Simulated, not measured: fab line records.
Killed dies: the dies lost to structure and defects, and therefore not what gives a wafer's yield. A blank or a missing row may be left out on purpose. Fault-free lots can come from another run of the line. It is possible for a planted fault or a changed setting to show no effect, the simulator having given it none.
A lot that was struck, set against a sound lot + flow n5 finfet + 43 steps out of a route of 1938
Sound: the wafers L662.1, L662.2, L662.6. Wafers L669.1, L669.3, L669.6 were the ones struck. The cause comes at the end.
At each step with rows: each side's tool, then ch and its chambers, then its first start. Under that, the readings that differ: sound wafers + struck wafers + difference of the means + sigmas: that difference in standard deviations of wafers without a fault.
alike: readings with means less than 2 such deviations apart, plus words and numbers identical on both sides. not compared: withheld readings, readings lacking a value on some wafer, bounds such as >300 that could conceal the same value, and numbers that have no deviation in the record and whose values overlap.
A row with sigmas, a row that says differs or no value, or rows on one side alone: a step with any of these is where the two part. Non-overlapping numbers with no deviation appear without sigmas and do not part them. Lack of a reading on every wafer of one side parts them only where that side has two or more wafers.

first, 3 steps without rows for these wafers: N5_BEOL_M4_ETCH_77 (etches underlayer in N2/H2, target depth 6.5 nm, time 5.2 s); N5_BEOL_M4_ETCH_69 (etches SiARC in CF4, target depth 15.6 nm, time 26 s); N5_BEOL_M4_ALD_98 (deposits SiO2, target thk 2.5 nm, pulse time 1 s, co reactant pulse time 1 s).
N5_BEOL_M4_ETCHBACK_99: etches SiO2 in CHF3, target depth 5 nm, time 10.4 s.
  sound on rie diel-03 ch 0,1,3, day 10 04:03; struck on rie diel-02 ch 1,2, day 12 14:26
  alike: drypump motor current A, oes product au, rf vpp V, showerhead plenum p Torr, throttle valve pct
  not compared: rf hours counter h
N5_BEOL_M4_ETCH_70: etches SOC in N2/H2, target depth 80 nm, overetch 24 nm, time 130 s.
  sound on rie diel-03 ch 0,1,3, day 10 04:05; struck on rie diel-02 ch 1,2, day 12 14:28
  alike: drypump motor current A, oes product au, rf vpp V, showerhead plenum p Torr, throttle valve pct
  not compared: rf hours counter h
then, 7 steps without rows for these wafers: N5_BEOL_M4_STRIP_71 (strips in N2/H2); N5_BEOL_M4_STRIP_78 (strips in N2/H2); N5_BEOL_M4_VIA_ETCH_34 (etches the open film in C4F6/O2, target depth 69.4 nm, time 65.9 s); N5_BEOL_M4_STRIP_83 (strips in C4F6/O2); N5_BEOL_M4_STRIP_36 (strips in N2/H2); N5_BEOL_M4_TRENCH_ETCH_37 (etches SiOC in C4F6/O2, target depth 55.555 nm, time 29.2 s); N5_BEOL_M4_ETCH_41 (etches SiCN in CH3F/O2, target depth 29.9 nm, time 52.5 s).
N5_BEOL_M4_STRIP_97: strips in N2/H2, time 10 s.
  sound on rie diel-03 ch 0,1,3, day 10 04:22; struck on rie diel-02 ch 1,2, day 12 14:44
  alike: drypump motor current A, oes product au, rf vpp V, showerhead plenum p Torr, throttle valve pct
  not compared: rf hours counter h
N5_BEOL_M4_OCD_MEAS_38:
  sound on ocd-02, day 10 04:26; struck on ocd-01, day 12 14:50
  alike: trench depth nm
then, 4 steps without rows for these wafers: N5_BEOL_M4_HM_STRIP_39 (strips TiN in peroxide tin strip, target depth 25 nm, time 158 s); N5_BEOL_M4_SRD_40 (time 30 s); N5_BEOL_M4_PRECLEAN_42 (cleans in residue remover, time 60 s); N5_BEOL_M4_SRD_43 (time 30 s).
N5_BEOL_M4_CD_MEAS_35: target cd 18 nm, target cd y 22.4 nm.
  sound on cd sem-01, day 10 04:36; struck on cd sem-02, day 12 14:59
  alike: cd nm
then, 6 steps without rows for these wafers: N5_BEOL_M4_DEGAS_44 (time 60 s); N5_BEOL_M4_PRE_CLEAN_45 (time 30 s); N5_BEOL_M4_ALD_84 (deposits TaN, pulse time 2 s, purge time 3 s, co reactant purge time 2 s); N5_BEOL_M4_SURFACE_TREAT_85; N5_BEOL_M4_CVD_47 (deposits Co from CCTBA/H2, target thk 3 nm, time 223.8 s); N5_BEOL_M4_SPUTTER_48 (material Cu, target thk 4.5 nm, time 8.29 s).
N5_BEOL_M4_ANNEAL_49: time 240 s.
  sound on pvd sputter-02, day 10 07:14; struck on pvd sputter-02, day 12 17:22
  alike: heater power w
then, 1 step without rows for these wafers: N5_BEOL_M4_SPUTTER_79 (material Cu, target thk 4.5 nm, time 8.29 s).
N5_BEOL_M4_ANNEAL_80: time 240 s.
  sound on pvd sputter-02, day 10 07:27; struck on pvd sputter-02, day 12 17:35
  alike: heater power w
then, 8 steps without rows for these wafers: N5_BEOL_M4_SPUTTER_81 (material Cu, target thk 4.5 nm, time 8.29 s); N5_BEOL_M4_ANNEAL_82 (time 240 s); N5_BEOL_M4_SPUTTER_86 (material Cu, target thk 4.5 nm, time 8.29 s); N5_BEOL_M4_ANNEAL_87 (time 240 s); N5_BEOL_M4_SPUTTER_88 (material Cu, target thk 4.5 nm, time 8.29 s); N5_BEOL_M4_ANNEAL_89 (time 240 s); N5_BEOL_M4_SPUTTER_90 (material Cu, target thk 4.5 nm, time 8.29 s); N5_BEOL_M4_ANNEAL_91 (time 240 s).
N5_BEOL_M4_SPUTTER_92: material Cu, target thk 4.5 nm, time 8.29 s.
  sound on pvd sputter-02, day 10 08:28; struck on pvd sputter-02, day 12 18:36
  alike: throttle valve pct
then, 5 steps without rows for these wafers: N5_BEOL_M4_ANNEAL_93 (time 240 s); N5_BEOL_M4_SPUTTER_94 (material Cu, target thk 4.5 nm, time 8.29 s); N5_BEOL_M4_ANNEAL_95 (time 240 s); N5_BEOL_M4_SPUTTER_96 (material Cu, target thk 4.5 nm, time 8.29 s); N5_BEOL_M4_ECD_50 (material Cu, target thk 300 nm).
-- a jump in the record: the struck wafers' starts before and after are 4 days apart (it breaks off in module BEOL_M4 and resumes in module PASSIVATION, where the first step shown is number 1936 of the route) --
N5_PASSIVATION_PROBE_49:
  only the struck wafers here have rows in the record (prober-02, day 17 06:11); the sound ones have none

## WHERE THEY PART
N5_PASSIVATION_PROBE_49 only, going by this record.

WHY: what the simulator had put in
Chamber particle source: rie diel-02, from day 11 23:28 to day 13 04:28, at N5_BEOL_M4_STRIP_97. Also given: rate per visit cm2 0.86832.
